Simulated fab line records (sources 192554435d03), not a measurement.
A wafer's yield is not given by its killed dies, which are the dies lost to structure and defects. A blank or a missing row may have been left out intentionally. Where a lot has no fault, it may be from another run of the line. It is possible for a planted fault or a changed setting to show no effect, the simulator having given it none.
fab line records | flow n5-finfet | part 1 of 2: steps 1 to 24 of 25
record: lots: 4 | wafers: 12 | last-day: 17
route steps=1938 shown FIN_SAQP@114 BEOL_M4@1111 PASSIVATION@1936
lots with no fault: from the same line, run without faults
start-h: start of the lot's first displayed wafer, in hours after the record's first day | wait-h: hours elapsed since this lot's preceding step | " repeats the value in the row above | L1.1+2: a single row standing in for several wafers | - no value, or no start was given | * or withheld: withheld | < > ~ a bound
route shown NAME@n: NAME is a module with steps in the file, n the number in the route of the first one | usual: mean and standard deviation over wafers with no fault | same: alike in all rows | chamber/n: place in a boat | sites: readings site by site | _std_site: the values' standard deviation | _edge_site: outer sites' mean less inner sites' | radius-mm: for every site, how far away it sits from the centre of the wafer | mask NAME#n: copy n | behind: the most recent tool/chamber to have shaped the wafer | hold: the reason the lot was held/the length of the hold in hours/how it ended | device: transistor that didn't switch, given as n, p or np | end of line: the route-end tests of the same wafers | for a step that has no rows: nothing shown but its recipe | killed: count of dies lost to structure and defects at first sort (not the wafer's yield) | map: dies across one wafer; x = killed, . = not, _ = none there
set.NAME: the setting that was run; set.NAME@STEP: the one run at that earlier step | model.NAME: the simulator's own value behind a step, which no gauge read
lots at selected steps of the route; one table per step, one row per wafer
services: a tool's chamber out of use, with start hour (start-h, from the record's first day; less than 0 if before it), hours out, and reason
== steps ==
step: N5_FIN_SAQP_DESCUM_21
recipe: chemistry: O2 | time-s: 7.9 | source-power-w: 50 | bias-power-w: 20 | pressure-mtorr: 20 | rf-frequency-hz: 2.712e+07 | temp-c: 40 | resist: CAR-ArF | o2-flow-sccm: 225
step: N5_FIN_SAQP_ETCH_51
recipe: chemistry: CF4 | target: SiARC | target-depth-a: 455 | mask-material: CAR-ArF | time-s: 75.8 | ion-energy-ev: 80 | pressure-mtorr: 40 | source-w: 545 | bias-w: 36 | Ar_flow_sccm: 100 | cf4-flow-sccm: 100 | ends: cleared
step: N5_FIN_SAQP_ETCH_52
recipe: chemistry: N2/H2 | target: SOC | target-depth-a: 1000 | overetch-a: 200 | mask-material: SiARC | temp-c: 40 | time-s: 150 | ion-energy-ev: 200 | pressure-mtorr: 30 | source-w: 840 | bias-w: 150 | n2-flow-sccm: 200 | h2-flow-sccm: 200 | ends: end-point
step: N5_FIN_SAQP_STRIP_53
recipe: chemistry: N2/H2 | temp-c: 40 | n2-flow-sccm: 200 | h2-flow-sccm: 200 | rf-frequency-hz: 6e+07
step: N5_FIN_SAQP_HM_OPEN_73
recipe: chemistry: CHF3/O2 | target: SiO2 | stop-on: a-Si | target-depth-a: 120 | over-etch-frac: 1.8 | mask-material: SOC | time-s: 16.8 | pressure-mtorr: 30 | source-w: 650 | bias-w: 170 | Ar_flow_sccm: 200 | CHF3_flow_sccm: 50 | O2_flow_sccm: 5 | ion-energy-ev: 200 | ends: end-point
step: N5_FIN_SAQP_STRIP_74
recipe: chemistry: CHF3/O2 | resist: SiARC | rf-frequency-hz: 6e+07
step: N5_FIN_SAQP_MANDREL_ETCH_22
recipe: target-depth-a: 600 | chemistry: HBr/Cl2 | target: a-Si | stop-on: SiNx | bt-time-s: 10 | over-etch-frac: 0.5 | time-s: 30 | pressure-mtorr: 10 | icp-w: 800 | bias-w: 75 | HBr_flow_sccm: 150 | Cl2_flow_sccm: 80 | ends: end-point
step: N5_FIN_SAQP_STRIP_55
recipe: chemistry: N2/H2 | power-w: 500 | temp-c: 40 | pressure-mtorr: 50 | rf-frequency-hz: 6e+07 | overash-fraction: 0.3 | bias-power-w: 28 | h2-frac: 0.5 | n2-flow-sccm: 300 | h2-flow-sccm: 300
step: N5_FIN_SAQP_STRIP_23
recipe: chemistry: SPM | time-s: 750 | temp-c: 130 | h2so4-h2o2-vol-ratio: 4
step: N5_FIN_SAQP_SRD_66
recipe: dry: ipa-marangoni | time-s: 30 | temp-c: 23 | rinse-liquid: diw
step: N5_FIN_SAQP_RECESS_75
recipe: chemistry: HF/NH3 | target: SiO2 | target-depth-a: 144 | afs-cycles: 3 | temp-c: 30 | sublimation-temp-c: 180 | sublimation-time-s: 60
step: N5_FIN_SAQP_SPACER1_ALD_24
recipe: material: SiO2 | target-thk-a: 203 | temp-c: 300 | ald-precursor-family: BDEAS | ald-co-reactant: O2-plasma | pulse-time-s: 1 | purge-time-s: 2 | co-reactant-purge-time-s: 2 | ald-cycles: 218 | pressure-torr: 2
step: N5_FIN_SAQP_SPACER1_ETCHBACK_25
recipe: chemistry: CHF3/O2 | mode: anisotropic-etchback | target: SiO2 | target-depth-a: 244 | time-s: 12.2 | pressure-mtorr: 30 | source-w: 650 | bias-w: 170 | Ar_flow_sccm: 200 | CHF3_flow_sccm: 50 | O2_flow_sccm: 5 | ion-energy-ev: 200
usual: CHF3_flow_sccm: 49.99/0.15 | O2_flow_sccm: 5.001/0.015 | chamber-pressure-mTorr: 29.995/0.029 | drypump-motor-current-A: 5.6/0.45 | oes-product-au: 0.77/0.095 | rf-vpp-V: 524/17 | showerhead-plenum-p-Torr: 2.41/0.09 | throttle-valve-pct: 18.98/0.27
lot.wafer | tool        | chamber | start-h | wait-h | CHF3_flow_sccm | O2_flow_sccm | chamber-pressure-mTorr | drypump-motor-current-A | oes-product-au | rf-hours-counter-h | rf-vpp-V | showerhead-plenum-p-Torr | throttle-valve-pct | model.SiO2_of_FIN_SAQP_SPACER1_ALD_24.thk-nm
L188.2    | rie-diel-05 | 1       | 48.50   | 0.4    | -              | -            | -                      | -                       | -              | -                  | -        | -                        | -                  | 20.4
L188.4    | "           | 0       | "       | "      | -              | -            | -                      | -                       | -              | -                  | -        | -                        | -                  | 20.4
L188.6    | "           | 1       | "       | "      | -              | -            | -                      | -                       | -              | -                  | -        | -                        | -                  | 20.2
L189.1    | rie-diel-03 | 3       | 55.07   | 0.4    | -              | -            | -                      | -                       | -              | -                  | -        | -                        | -                  | 20.2
L189.4    | "           | 1       | "       | "      | -              | -            | -                      | -                       | -              | -                  | -        | -                        | -                  | 20.2
L189.5    | "           | 3       | "       | "      | -              | -            | -                      | -                       | -              | -                  | -        | -                        | -                  | 20.4
L198.1    | rie-diel-01 | 0       | 108.43  | 0.4    | 49.90          | 4.980        | 30.025                 | 5.8                     | 0.67           | 234                | 517      | 2.49                     | 19.35              | 0
L198.2    | "           | 1       | "       | "      | 50.23          | 5.003        | 29.963                 | 5.0                     | 0.71           | 194                | 500      | 2.49                     | 19.21              | 0
L198.6    | "           | 2       | "       | "      | 50.17          | 4.981        | 29.972                 | 5.9                     | 0.71           | -                  | 508      | 2.29                     | 19.39              | 0
L201.1    | rie-diel-05 | 0       | 127.62  | 0.9    | 50.09          | 5.007        | 29.985                 | 4.7                     | 0.90           | 22                 | 513      | 2.47                     | 18.63              | 0
L201.3    | "           | 1       | "       | "      | 49.98          | 5.011        | 30.020                 | 5.6                     | 0.80           | 98                 | 552      | 2.32                     | 18.91              | 0
L201.4    | "           | 3       | "       | "      | 49.85          | 4.983        | 29.951                 | 6.3                     | 0.97           | 4                  | 540      | 2.40                     | 18.53              | 0
step: N5_FIN_SAQP_MANDREL1_REMOVE_56
recipe: chemistry: HBr/Cl2/O2 | bt-time-s: 10 | target: a-Si | stop-on: SiNx | endpoint: OES-SiCl | over-etch-frac: 1 | icp-w: 600 | bias-w: 22 | HBr_flow_sccm: 150 | Cl2_flow_sccm: 80 | O2_flow_sccm: 5 | pressure-mtorr: 10
usual: chamber-pressure-mTorr: 10.000/0.009 | drypump-motor-current-A: 5.6/0.4 | mfc-cl2-sccm: 80.01/0.24 | oes-product-au: 0.998/0.016 | throttle-valve-pct: 36.8/0.46
lot.wafer | tool      | chamber | start-h | wait-h | chamber-pressure-mTorr | drypump-motor-current-A | mfc-cl2-sccm | oes-product-au | rf-hours-counter-h | throttle-valve-pct
L188.2    | rie-si-03 | 0       | 48.59   | 0.1    | 10.007                 | 5.6                     | 79.70        | 0.375          | 20                 | 36.6
L188.4    | "         | 1       | "       | "      | 9.995                  | 5.4                     | 80.08        | 0.373          | 102                | 35.9
L188.6    | "         | 2       | "       | "      | 10.000                 | 5.6                     | 80.21        | 0.379          | -                  | 37.1
L189.1    | rie-si-06 | 1       | 55.16   | 0.1    | 9.993                  | 5.7                     | 79.92        | 0.363          | 21                 | 37.0
L189.4    | "         | 0       | "       | "      | 9.989                  | 5.7                     | 80.31        | 0.375          | 131                | 36.9
L189.5    | "         | 3       | "       | "      | 9.976                  | 5.0                     | 80.05        | 0.380          | -                  | 37.0
L198.1    | rie-si-06 | 3       | 108.52  | 0.1    | 10.010                 | 5.0                     | 80.21        | 1.008          | 7                  | 37.1
L198.2    | "         | 2       | "       | "      | 9.992                  | 6.1                     | 79.87        | 0.996          | 1                  | 37.0
L198.6    | "         | 3       | "       | "      | 10.012                 | 5.0                     | 79.92        | 0.984          | -                  | 37.1
L201.1    | rie-si-03 | 2       | 127.71  | 0.1    | 9.987                  | 5.5                     | 80.00        | 1.024          | 61                 | 37.1
L201.3    | "         | 1       | "       | "      | 10.011                 | 5.4                     | 80.16        | 1.017          | 104                | 35.9
L201.4    | "         | 0       | "       | "      | 10.001                 | 5.6                     | 79.95        | 0.992          | 22                 | 36.6
step: N5_FIN_SAQP_CD_MEAS_27
recipe: target-cd-nm: 20 | landing-energy-ev: 1000 | detector: se-inlens | polarity: line
usual: cd-nm: 20.28/0.26
lot.wafer | tool      | chamber | start-h | wait-h | cd-nm
L188.2    | cd-sem-02 | 0       | 48.71   | 0.1    | -
L188.4    | "         | 0       | "       | "      | -
L188.6    | "         | 0       | "       | "      | -
L189.1    | cd-sem-02 | 0       | 55.27   | 0.1    | -
L189.4    | "         | 0       | "       | "      | -
L189.5    | "         | 0       | "       | "      | -
L198.1    | cd-sem-02 | 0       | 108.63  | 0.1    | 20.24
L198.2    | "         | 0       | "       | "      | 20.70
L198.6    | "         | 0       | "       | "      | 20.75
L201.1    | cd-sem-02 | 0       | 127.82  | 0.1    | 19.97
L201.3    | "         | 0       | "       | "      | 20.10
L201.4    | "         | 0       | "       | "      | 19.96
step: N5_FIN_SAQP_ETCH_57
recipe: chemistry: CH3F/O2 | target: SiNx | mask-material: SiO2 | target-depth-a: 325 | time-s: 46.4 | pressure-mtorr: 30 | source-w: 395 | bias-w: 73 | Ar_flow_sccm: 150 | CH3F_flow_sccm: 30 | O2_flow_sccm: 20 | ion-energy-ev: 120 | ends: cleared
usual: chamber-pressure-mTorr: 30.004/0.027 | drypump-motor-current-A: 5.5/0.43 | etch-rf-on-time-s: 46.3/1.1 | oes-product-au: 0.65/0.071 | rf-vpp-V: 296/9.6 | showerhead-plenum-p-Torr: 2.00/0.076 | throttle-valve-pct: 16.48/0.29
lot.wafer | tool        | chamber | start-h | wait-h | chamber-pressure-mTorr | drypump-motor-current-A | etch-rf-on-time-s | oes-product-au | rf-hours-counter-h | rf-vpp-V | showerhead-plenum-p-Torr | throttle-valve-pct
L188.2    | rie-diel-05 | 2       | 49.01   | 0.3    | 29.963                 | 5.7                     | 116.0             | 0.27           | 181                | 287      | 1.97                     | 16.37
L188.4    | "           | 0       | "       | "      | 30.008                 | 4.7                     | 116.0             | 0.26           | 247                | 292      | 2.07                     | 16.43
L188.6    | "           | 3       | "       | "      | 29.996                 | 6.3                     | 116.0             | 0.27           | -                  | 306      | 2.00                     | 16.41
L189.1    | rie-diel-03 | 0       | 55.31   | 0.0    | 30.002                 | 5.5                     | 116.0             | 0.28           | 144                | 294      | 1.93                     | 16.71
L189.4    | "           | 3       | "       | "      | 29.996                 | 5.4                     | 116.0             | 0.32           | -                  | 309      | 2.12                     | 16.21
L189.5    | "           | 0       | "       | "      | 30.005                 | 5.5                     | 116.0             | 0.28           | -                  | 294      | 1.93                     | 16.70
L198.1    | rie-diel-01 | 1       | 108.68  | 0.0    | 30.060                 | 5.0                     | 44.7              | 0.61           | 194                | 285      | 2.07                     | 16.65
L198.2    | "           | 0       | "       | "      | 30.032                 | 5.8                     | 47.1              | 0.57           | 234                | 293      | 2.07                     | 16.80
L198.6    | "           | 3       | "       | "      | 30.002                 | 5.6                     | 45.6              | 0.69           | -                  | 302      | 2.03                     | 16.09
L201.1    | rie-diel-01 | 1       | 128.29  | 0.5    | 30.040                 | 5.0                     | 45.8              | 0.60           | 201                | 285      | 2.07                     | 16.68
L201.3    | "           | 3       | "       | "      | 29.973                 | 5.6                     | 45.6              | 0.69           | 88                 | 302      | 2.03                     | 16.10
L201.4    | "           | 2       | "       | "      | 30.023                 | 5.9                     | 47.3              | 0.59           | 243                | 287      | 1.90                     | 16.86
step: N5_FIN_SAQP_ETCH_65
recipe: chemistry: CF4 | target: SiO2 | target-depth-a: 40 | ion-energy-ev: 350 | time-s: 4.4 | pressure-mtorr: 10 | icp-w: 800 | bias-w: 400 | cf4-flow-sccm: 80
step: N5_FIN_SAQP_MANDREL_ETCH_58
recipe: chemistry: HBr/Cl2 | target: a-Si | target-depth-a: 450 | bt-time-s: 10 | stop-on: SiNx | mask-material: SiO2 | over-etch-frac: 0.8 | time-s: 27 | pressure-mtorr: 10 | icp-w: 800 | bias-w: 75 | HBr_flow_sccm: 150 | Cl2_flow_sccm: 80 | ends: end-point
usual: chamber-pressure-mTorr: 10.000/0.0091 | drypump-motor-current-A: 5.5/0.41 | mfc-cl2-sccm: 80.01/0.24 | oes-product-au: 0.698/0.013 | throttle-valve-pct: 35.6/0.45
lot.wafer | tool      | chamber | start-h | wait-h | chamber-pressure-mTorr | drypump-motor-current-A | mfc-cl2-sccm | oes-product-au | rf-hours-counter-h | throttle-valve-pct
L188.2    | rie-si-06 | 2       | 49.15   | 0.0    | 10.002                 | 6.1                     | 79.50        | 0.320          | 0                  | 36.6
L188.4    | "         | 3       | "       | "      | 9.994                  | 5.0                     | 80.01        | 0.319          | 6                  | 36.7
L188.6    | "         | 3       | "       | "      | 9.996                  | 5.0                     | 80.18        | 0.314          | -                  | 36.7
L189.1    | rie-si-03 | 3       | 55.46   | 0.0    | 9.996                  | 4.8                     | 80.06        | 0.312          | 67                 | 36.6
L189.4    | "         | 2       | "       | "      | 10.016                 | 5.6                     | 79.96        | 0.327          | 59                 | 36.7
L189.5    | "         | 3       | "       | "      | 10.002                 | 4.8                     | 80.32        | 0.318          | -                  | 36.5
L198.1    | rie-si-03 | 2       | 108.82  | 0.0    | 10.004                 | 5.5                     | 79.87        | 0.727          | 60                 | 35.9
L198.2    | "         | 3       | "       | "      | 10.000                 | 4.8                     | 79.92        | 0.700          | 68                 | 35.8
L198.6    | "         | 1       | "       | "      | 10.005                 | 5.4                     | 80.14        | 0.713          | -                  | 34.8
L201.1    | rie-si-05 | 1       | 128.43  | 0.0    | 10.001                 | 6.2                     | 80.03        | 0.711          | 65                 | 35.8
L201.3    | "         | 3       | "       | "      | 9.993                  | 5.1                     | 79.46        | 0.696          | 29                 | 34.8
L201.4    | "         | 2       | "       | "      | 9.993                  | 5.6                     | 80.02        | 0.718          | 9                  | 35.4
step: N5_FIN_SAQP_RECESS_63
recipe: chemistry: HF/NH3 | target: SiO2 | target-depth-a: 180 | afs-cycles: 3 | temp-c: 30 | sublimation-temp-c: 180 | sublimation-time-s: 60
step: N5_FIN_SAQP_COAT_68
recipe: resist: SOC | temp-c: 250 | time-s: 60 | spin-rpm: 1500 | resist-thk-nm: 100
step: N5_FIN_SAQP_ETCH_69
recipe: chemistry: N2/H2 | target: SOC | target-depth-a: 1500 | stop-on: SiNx | ion-energy-ev: 100 | bias-w: 61 | pressure-mtorr: 30 | source-w: 850 | n2-flow-sccm: 200 | h2-flow-sccm: 200
usual: chamber-pressure-mTorr: 30.000/0.028 | drypump-motor-current-A: 5.6/0.47 | oes-product-au: 0.75/0.082 | rf-vpp-V: 240.6/1.4 | showerhead-plenum-p-Torr: 2.52/0.088 | throttle-valve-pct: 17.8/0.36
lot.wafer | tool        | chamber | start-h | wait-h | chamber-pressure-mTorr | drypump-motor-current-A | oes-product-au | rf-hours-counter-h | rf-vpp-V | showerhead-plenum-p-Torr | throttle-valve-pct
L188.2    | rie-diel-05 | 3       | 49.72   | -      | 30.021                 | 6.3                     | 0.26           | 227                | 238.8    | 2.48                     | 17.5
L188.4    | "           | 0       | "       | "      | 30.013                 | 4.7                     | 0.26           | 248                | 241.2    | 2.61                     | 17.7
L188.6    | "           | 0       | "       | "      | 29.938                 | 4.7                     | 0.25           | -                  | 241.1    | 2.61                     | 17.7
L189.1    | rie-diel-01 | 0       | 55.98   | -      | 29.994                 | 5.8                     | 0.26           | 215                | 242.8    | 2.61                     | 18.1
L189.4    | "           | 1       | "       | "      | 29.985                 | 5.0                     | 0.27           | 176                | 242.3    | 2.65                     | 18.3
L189.5    | "           | 1       | "       | "      | 30.014                 | 5.0                     | 0.27           | -                  | 242.9    | 2.65                     | 18.3
L198.1    | rie-diel-01 | 2       | 109.35  | -      | 30.000                 | 5.9                     | 0.70           | 232                | 238.3    | 2.38                     | 18.1
L198.2    | "           | 1       | "       | "      | 29.988                 | 5.0                     | 0.70           | 194                | 243.4    | 2.64                     | 18.4
L198.6    | "           | 1       | "       | "      | 29.985                 | 5.0                     | 0.70           | -                  | 241.3    | 2.64                     | 18.4
L201.1    | rie-diel-05 | 2       | 128.96  | -      | 29.985                 | 5.8                     | 0.69           | 213                | 241.1    | 2.49                     | 17.9
L201.3    | "           | 3       | "       | "      | 30.022                 | 6.3                     | 0.96           | 5                  | 239.7    | 2.47                     | 17.0
L201.4    | "           | 0       | "       | "      | 29.994                 | 4.7                     | 0.89           | 23                 | 242.2    | 2.60                     | 17.4
step: N5_FIN_SAQP_ETCH_67
recipe: chemistry: CH3F/O2 | target: SiNx | target-depth-a: 300 | mask-material: SOC | pressure-mtorr: 30 | source-w: 395 | bias-w: 73 | Ar_flow_sccm: 150 | CH3F_flow_sccm: 30 | O2_flow_sccm: 20 | ion-energy-ev: 120
usual: chamber-pressure-mTorr: 30.001/0.025 | drypump-motor-current-A: 5.6/0.47 | oes-product-au: 0.76/0.086 | rf-vpp-V: 296/10 | showerhead-plenum-p-Torr: 2.00/0.067 | throttle-valve-pct: 16.48/0.27
lot.wafer | tool        | chamber | start-h | wait-h | chamber-pressure-mTorr | drypump-motor-current-A | oes-product-au | rf-hours-counter-h | rf-vpp-V | showerhead-plenum-p-Torr | throttle-valve-pct
L188.2    | rie-diel-05 | 3       | 49.78   | 0.0    | 30.037                 | 6.3                     | 0.26           | 227                | 307      | 2.00                     | 16.40
L188.4    | "           | 0       | "       | "      | 29.988                 | 4.7                     | 0.26           | 248                | 292      | 2.07                     | 16.43
L188.6    | "           | 0       | "       | "      | 30.023                 | 4.7                     | 0.26           | -                  | 290      | 2.06                     | 16.44
L189.1    | rie-diel-01 | 0       | 56.04   | 0.0    | 30.004                 | 5.8                     | 0.27           | 215                | 293      | 2.08                     | 16.72
L189.4    | "           | 1       | "       | "      | 30.008                 | 5.0                     | 0.27           | 176                | 285      | 2.08                     | 16.59
L189.5    | "           | 1       | "       | "      | 30.004                 | 5.1                     | 0.28           | -                  | 285      | 2.08                     | 16.58
L198.1    | rie-diel-01 | 2       | 109.41  | 0.0    | 29.956                 | 5.9                     | 0.71           | 232                | 289      | 1.90                     | 16.86
L198.2    | "           | 1       | "       | "      | 30.025                 | 5.0                     | 0.71           | 194                | 286      | 2.07                     | 16.71
L198.6    | "           | 1       | "       | "      | 30.033                 | 5.0                     | 0.70           | -                  | 283      | 2.07                     | 16.68
L201.1    | rie-diel-05 | 2       | 129.02  | 0.0    | 29.977                 | 5.7                     | 0.68           | 213                | 287      | 1.95                     | 16.49
L201.3    | "           | 3       | "       | "      | 29.974                 | 6.3                     | 0.97           | 5                  | 306      | 1.99                     | 15.96
L201.4    | "           | 0       | "       | "      | 30.020                 | 4.7                     | 0.91           | 23                 | 292      | 2.06                     | 16.10
step: N5_FIN_SAQP_STRIP_70
recipe: chemistry: N2/H2 | power-w: 500 | temp-c: 40 | pressure-mtorr: 50 | rf-frequency-hz: 6e+07 | overash-fraction: 0.3 | bias-power-w: 28 | h2-frac: 0.5 | n2-flow-sccm: 300 | h2-flow-sccm: 300
step: N5_BEOL_M4_RC_MEAS_101
usual: DIBL_N: 37.5/2.5 | DIBL_P: 38/3.1 | IOFF_N: 0.19/0.059 | IOFF_P: 0.24/0.061 | ION_N: 679/16 | ION_P: 465/9.8 | SS_N: 72.0/0.8 | SS_P: 73.7/0.86 | VT_N: 248/4.5 | VT_P: -249/3.5
lot.wafer | tool      | chamber | start-h | wait-h | DIBL_N[mV/V] | DIBL_P[mV/V] | IOFF_N[nA/um] | IOFF_P[nA/um] | ION_N[uA/um] | ION_P[uA/um] | SS_N[mV/dec] | SS_P[mV/dec] | VT_N[mV] | VT_P[mV]
L198.1    | prober-02 | 0       | 258.90  | 0.0    | 35.8         | 33           | 0.14          | 0.19          | 671          | 466          | 72.7         | 72.6         | 249      | -251
L198.2    | "         | 0       | "       | "      | 40.6         | 41           | 0.23          | 0.31          | 673          | 461          | 72.9         | 74.7         | 246      | -246
L198.6    | "         | 0       | "       | "      | 39.1         | 37           | 0.20          | 0.23          | 669          | 459          | 74.1         | 73.6         | 253      | -251
L201.1    | prober-01 | 0       | 283.37  | 0.0    | 35.7         | 35           | 0.14          | 0.17          | 655          | 441          | 72.7         | 73.5         | 254      | -254
L201.3    | "         | 0       | "       | "      | 36.3         | 34           | 0.14          | 0.16          | 665          | 445          | 72.0         | 72.8         | 254      | -256
L201.4    | "         | 0       | "       | "      | 38.9         | 38           | 0.21          | 0.23          | 677          | 451          | 72.5         | 74.4         | 247      | -253
== key ==
first-sign: step: N5_FIN_SAQP_SPACER1_ETCHBACK_25 | reading: tool-record | direction: missing
effect: step: N5_FIN_SAQP_MANDREL1_REMOVE_56 | reading: oes-product-au | direction: down | sigmas: 38 | usual: 0.998 | struck: 0.374
effect: step: N5_FIN_SAQP_CD_MEAS_27 | reading: cd-nm | direction: missing
effect: step: N5_FIN_SAQP_ETCH_57 | reading: etch-rf-on-time-s | direction: up | sigmas: 65 | usual: * | struck: *
effect: step: N5_FIN_SAQP_MANDREL_ETCH_58 | reading: oes-product-au | direction: down | sigmas: 28 | usual: 0.698 | struck: 0.318
effect: step: N5_FIN_SAQP_ETCH_69 | reading: oes-product-au | direction: down | sigmas: 5.9 | usual: 0.75 | struck: 0.26
effect: step: N5_FIN_SAQP_ETCH_67 | reading: oes-product-au | direction: down | sigmas: 5.7 | usual: 0.76 | struck: 0.27
effect: step: N5_PASSIVATION_PROBE_49 | reading: sort_bin_5_function | direction: up | sigmas: 99+ | usual: 5.3 | struck: 96.5
model-effect: step: N5_FIN_SAQP_SPACER1_ETCHBACK_25 | value: SiO2_of_FIN_SAQP_SPACER1_ALD_24.thk-nm | without: 0 | struck: 20.3
more-kills-born-at: N5_FIN_SAQP_SPACER1_ETCHBACK_25@rie-diel-03: 3232 | N5_FIN_SAQP_SPACER1_ETCHBACK_25@rie-diel-05: 3228
met-at N5_FIN_SAQP_SPACER1_ETCHBACK_25
struck-wafers L188.2,L188.4,L188.6,L189.1,L189.4,L189.5
later-rows-left-out L188.2,L188.4,L188.6,L189.1,L189.4,L189.5
fault: kind: skipped-step-whole | tool: rie-diel-03,rie-diel-05 | chamber: - | onset-h: 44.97 | steps: N5_FIN_SAQP_SPACER1_ETCHBACK_25 | scope: struck-lots-only
later-rows-left-out: the simulator's readings of these wafers behind a module that went badly wrong aren't trusted and aren't shown, but for the sort
